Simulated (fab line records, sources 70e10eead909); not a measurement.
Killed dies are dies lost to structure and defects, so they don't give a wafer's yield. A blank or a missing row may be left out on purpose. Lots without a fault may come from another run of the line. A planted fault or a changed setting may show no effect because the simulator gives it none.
Which tool did it? | flow nand_harc | 14 lots, 42 wafers sampled, at 3 steps of a route of 1302

WHAT THE GAUGES READ, wafer by wafer
NHARC_A_M1_THK_MEAS_24: measures by xrf. Usual: thk_nm 154.3 nm, standard deviation 1.8.
lot  | measured     | on            | thk_nm (nm)       | flag
L951 | day 23 11:19 | film_metro-01 | 155.4 155.8 155.7 |
L953 | day 23 14:19 | film_metro-01 | 154.0 154.2 152.4 |
L954 | day 25 02:34 | film_metro-02 | 151.5 154.5 155.9 |
L955 | day 26 03:34 | film_metro-02 | 153.9 151.0 154.2 |
L956 | day 26 06:12 | film_metro-01 | 151.9 152.2 156.8 |
L958 | day 26 08:58 | film_metro-01 | 152.3 156.1 158.1 |
L960 | day 26 18:12 | film_metro-02 | 154.7 153.9 154.4 |
L961 | day 27 08:25 | film_metro-01 | 152.8 156.3 153.2 |
L962 | day 28 06:01 | film_metro-02 | 153.7 151.5 153.3 |
L966 | day 28 20:48 | film_metro-01 | 153.5 153.6 153.2 |
L967 | day 29 20:46 | film_metro-02 | 158.5 155.1 155.3 |
L968 | day 30 14:40 | film_metro-02 | 155.4 155.6 151.8 |
L971 | day 31 08:12 | film_metro-01 | 154.6 156.6 154.3 |
L974 | day 32 11:37 | film_metro-02 | 153.4 155.3 153.3 |

WHICH TOOL RAN EACH LOT (tool, then ch and the chambers of the sampled wafers, then the start)
lot  | NHARC_A_M0_PRE_CLEAN_31         | NHARC_A_M1_CMP_23
L951 | pecvd-04 ch 1,2, day 23 07:16   | cmp-01 ch 2,3, day 23 11:01
L953 | pecvd-04 ch 1,2, day 23 10:31   | cmp-03 ch 0,1,3, day 23 14:01
L954 | pecvd-02 ch 1,2, day 24 22:37   | cmp-03 ch 1,2, day 25 02:16
L955 | pecvd-04 ch 0,2, day 25 23:37   | cmp-03 ch 0,3, day 26 03:14
L956 | pecvd-04 ch 0,2, day 26 02:17   | cmp-01 ch 0,1,2, day 26 05:58
L958 | pecvd-04 ch 0,1, day 26 05:03   | cmp-01 ch 1,3, day 26 08:41
L960 | pecvd-04 ch 0,1,2, day 26 14:16 | cmp-04 ch 0,1,2, day 26 17:53
L961 | pecvd-03 ch 0,1,2, day 27 04:29 | cmp-04 ch 1,2, day 27 08:07
L962 | pecvd-03 ch 1,2, day 28 02:05   | cmp-01 ch 0,2, day 28 05:42
L966 | pecvd-03 ch 1,2, day 28 17:01   | cmp-04 ch 0,2,3, day 28 20:34
L967 | pecvd-03 ch 0,1, day 29 16:52   | cmp-01 ch 0,1,2, day 29 20:27
L968 | pecvd-03 ch 0,1,2, day 30 10:53 | cmp-04 ch 1,2, day 30 14:23
L971 | pecvd-02 ch 0,1,2, day 31 04:25 | cmp-01 ch 1,2, day 31 07:53
L974 | pecvd-02 ch 0,1,2, day 32 07:40 | cmp-01 ch 0,2,3, day 32 11:19
- NHARC_A_M0_PRE_CLEAN_31: time 12 s.
- NHARC_A_M1_CMP_23: polishes, t overpolish 20 s, target thk 154.34 nm.

WHAT THE TOOLS THEMSELVES READ (means of the sampled wafers that have a number; where no wafer has one, the mark that the record gives instead)
NHARC_A_M0_PRE_CLEAN_31. Usual: heater_power_w 601 W, standard deviation 88.
lot  | tool     | heater_power_w (W) | flag
L951 | pecvd-04 | 526                |
L953 | pecvd-04 | 579                |
L954 | pecvd-02 | 658                |
L955 | pecvd-04 | 667                |
L956 | pecvd-04 | 631                |
L958 | pecvd-04 | 609                |
L960 | pecvd-04 | 650                |
L961 | pecvd-03 | 596                |
L962 | pecvd-03 | 565                |
L966 | pecvd-03 | 580                |
L967 | pecvd-03 | 678                |
L968 | pecvd-03 | 614                |
L971 | pecvd-02 | 593                |
L974 | pecvd-02 | 554                |

NHARC_A_M1_CMP_23. Usual: motor_current_A 12.3 A, standard deviation 1.4; time_to_endpoint_s 29 s, standard deviation 4.
lot  | tool   | motor_current_A (A) | time_to_endpoint_s (s) | flag
L951 | cmp-01 | 11.0                | 33                     |
L953 | cmp-03 | 13.1                | 24                     |
L954 | cmp-03 | 11.7                | 28                     |
L955 | cmp-03 | 12.1                | 23                     |
L956 | cmp-01 | 12.0                | 29                     |
L958 | cmp-01 | 12.1                | 32                     |
L960 | cmp-04 | 13.0                | 27                     |
L961 | cmp-04 | 13.7                | 27                     |
L962 | cmp-01 | 11.7                | 24                     |
L966 | cmp-04 | 11.6                | 26                     |
L967 | cmp-01 | 11.9                | 32                     |
L968 | cmp-04 | 13.8                | 29                     |
L971 | cmp-01 | 13.4                | 33                     |
L974 | cmp-01 | 11.6                | 32                     |

THE ANSWER, worked out from the rows above alone
Rule: a lot is off if the mean of its wafers that have a number lies more than 3 standard deviations from the usual mean. A lot without any number at a reading at which 4 lots or more have one is off too. The other lots that the step has rows for count as sound. The gauges are gone through in route order, then the tools' own readings, and for those a lot's mean is taken as printed above. The first step at which some lot is off is used, and at that step the reading that is off furthest; a lot without a number counts as furthest.
No lot is off at any reading shown: from this, nothing can be told.

WHAT THE SIMULATOR HAD PUT IN
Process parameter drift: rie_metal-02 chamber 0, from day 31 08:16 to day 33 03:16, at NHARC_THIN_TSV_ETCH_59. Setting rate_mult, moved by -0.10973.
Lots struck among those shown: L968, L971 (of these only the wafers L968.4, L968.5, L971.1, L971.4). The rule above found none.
